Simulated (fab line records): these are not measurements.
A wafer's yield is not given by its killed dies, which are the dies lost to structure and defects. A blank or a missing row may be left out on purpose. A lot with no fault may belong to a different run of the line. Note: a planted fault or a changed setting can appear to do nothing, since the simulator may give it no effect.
Comparing a struck lot with a sound one + flow n5_finfet + 24 steps out of a route of 1938
Sound: these wafers, L675.1, L675.2, L675.6. Struck: wafers L685.1, L685.4, L685.5. Last of all comes the cause.
For every step that has rows: the tool of each side, followed by ch and its chambers, followed by its first start. Under that, the readings that differ: sound wafers + struck wafers + difference of the means + sigmas: that difference in standard deviations of wafers without a fault.
alike: same words and numbers on both sides, and readings whose means sit less than 2 such deviations apart. not compared: any withheld reading, any reading some wafer has no value for, any bound like >300 that may hide the same value, and any number with overlapping values for which the record gives no deviation.
A row with sigmas, a row that says differs or no value, or rows on one side alone: a step with any of these is where the two part. Numbers that have no deviation but don't overlap get no sigmas and don't part them. A reading missing from all wafers of one side parts the sides only when that side holds two or more wafers.

first, 11 steps without rows for these wafers: N5_BEOL_M7_ETCH_62 (etches SOC in N2/H2, target depth 110 nm, overetch 22 nm, time 165 s); N5_BEOL_M7_STRIP_68 (strips in N2/H2); N5_BEOL_M7_STRIP_67 (strips in CF4); N5_BEOL_M7_HM_OPEN_17 (chemistry Cl2/BCl3, target TiN, target depth 20 nm, overetch 6 nm); N5_BEOL_M7_STRIP_19 (strips in O2); N5_BEOL_M7_COAT_63 (time 60 s, resist thk 60 nm); N5_BEOL_M7_COAT_64 (time 60 s, resist thk 12 nm); N5_BEOL_M7_COAT_71 (time 60 s, resist thk 5 nm); N5_BEOL_M7_COAT_22 (resist thk 30 nm); N5_BEOL_M7_EBR_24; N5_BEOL_M7_SOFTBAKE_23 (time 60 s).
N5_BEOL_M7_EXPOSE_25: exposes mask V6, target cd 40 nm.
  sound on euv_scanner-01 ch 0, day 10 13:26; struck on euv_scanner-01 ch 0, day 13 03:25
| reading              | sound             | struck            | difference | sigmas |
|----------------------|-------------------|-------------------|------------|--------|
| exposure_dose_mJ_cm2 | 42.49 42.44 42.47 | 48.05 48.03 48.10 | +5.59      | +75    |
  alike: mask, stage_msd_nm
then, 2 steps without rows for these wafers: N5_BEOL_M7_PEB_26 (peb time 60 s); N5_BEOL_M7_DEVELOP_27 (develop time 30 s).
N5_BEOL_M7_CD_MEAS_28: target cd 40 nm.
  sound on cd_sem-01 ch 0, day 10 13:34; struck on cd_sem-01 ch 0, day 13 03:32
| reading    | sound             | struck            | difference | sigmas |
|------------|-------------------|-------------------|------------|--------|
| cd_nm (nm) | 39.95 40.09 40.37 | 42.41 42.48 42.60 | +2.36      | +11    |
N5_BEOL_M7_DESCUM_33: chemistry O2, time 7 s.
  sound on rie_diel-02 ch 0,2, day 10 13:41; struck on rie_diel-03 ch 0,1, day 13 03:44
| reading                  | sound          | struck         | difference | sigmas |
|--------------------------|----------------|----------------|------------|--------|
| model.BEOL_M7.cd_nm (nm) | 40.2 40.2 40.2 | 42.6 42.6 42.6 | +2.4       |        |
  alike: chamber_pressure_mTorr, drypump_motor_current_A, oes_product_au, rf_vpp_V, showerhead_plenum_p_Torr, throttle_valve_pct
  not compared: rf_hours_counter_h
then, 5 steps without rows for these wafers: N5_BEOL_M7_ETCH_72 (etches underlayer in N2/H2, target depth 6.5 nm, time 5.2 s); N5_BEOL_M7_ETCH_65 (etches SiARC in CF4, target depth 15.6 nm, time 26 s); N5_BEOL_M7_ETCH_66 (etches SOC in N2/H2, target depth 80 nm, overetch 16 nm, time 120 s); N5_BEOL_M7_STRIP_69 (strips in N2/H2); N5_BEOL_M7_STRIP_73 (strips in N2/H2).
N5_BEOL_M7_VIA_ETCH_34: etches SiCOH lowk in C4F6/O2, target depth 125.5 nm, time 50.5 s.
  sound on rie_diel-02 ch 0,2, day 10 13:52; struck on rie_diel-03 ch 0,1, day 13 03:55
| reading                  | sound          | struck         | difference | sigmas |
|--------------------------|----------------|----------------|------------|--------|
| model.BEOL_M7.cd_nm (nm) | 40.2 40.2 40.2 | 42.6 42.6 42.4 | +2.3       |        |
  alike: chamber_pressure_mTorr, drypump_motor_current_A, oes_product_au, rf_vpp_V, showerhead_plenum_p_Torr, throttle_valve_pct
  not compared: rf_hours_counter_h
then, 1 step without rows for these wafers: N5_BEOL_M7_STRIP_76 (strips in C4F6/O2).
-- here the record skips 3 days between the struck wafers' starts before and after, leaving off in module BEOL_M7 and picking up in module PASSIVATION (first step shown: number 1936 of the route) --
N5_PASSIVATION_PROBE_49:
  sound on prober-01, day 13 19:08; struck on prober-02, day 16 11:44
  alike: defect_limited_yield, killed_at_M0_to_M3, killed_at_M4_up, killed_at_contacts, killed_at_front_end, killed_at_other, killed_dies, killed_open, killed_short, sort_bin_5_function, sort_bin_6_memory, sort_n_pass, sort_yield_pct

## WHERE THEY PART
At N5_BEOL_M7_EXPOSE_25 first; at N5_BEOL_M7_CD_MEAS_28 last (within this record only). Later steps at which nothing parts them and some readings are alike: N5_BEOL_M7_DESCUM_33, N5_BEOL_M7_VIA_ETCH_34, N5_PASSIVATION_PROBE_49.

WHY: what the simulator had put in
Process parameters drifting: euv_scanner-01 at N5_BEOL_M7_EXPOSE_25, beginning at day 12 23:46. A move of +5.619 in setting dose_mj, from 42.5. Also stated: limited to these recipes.
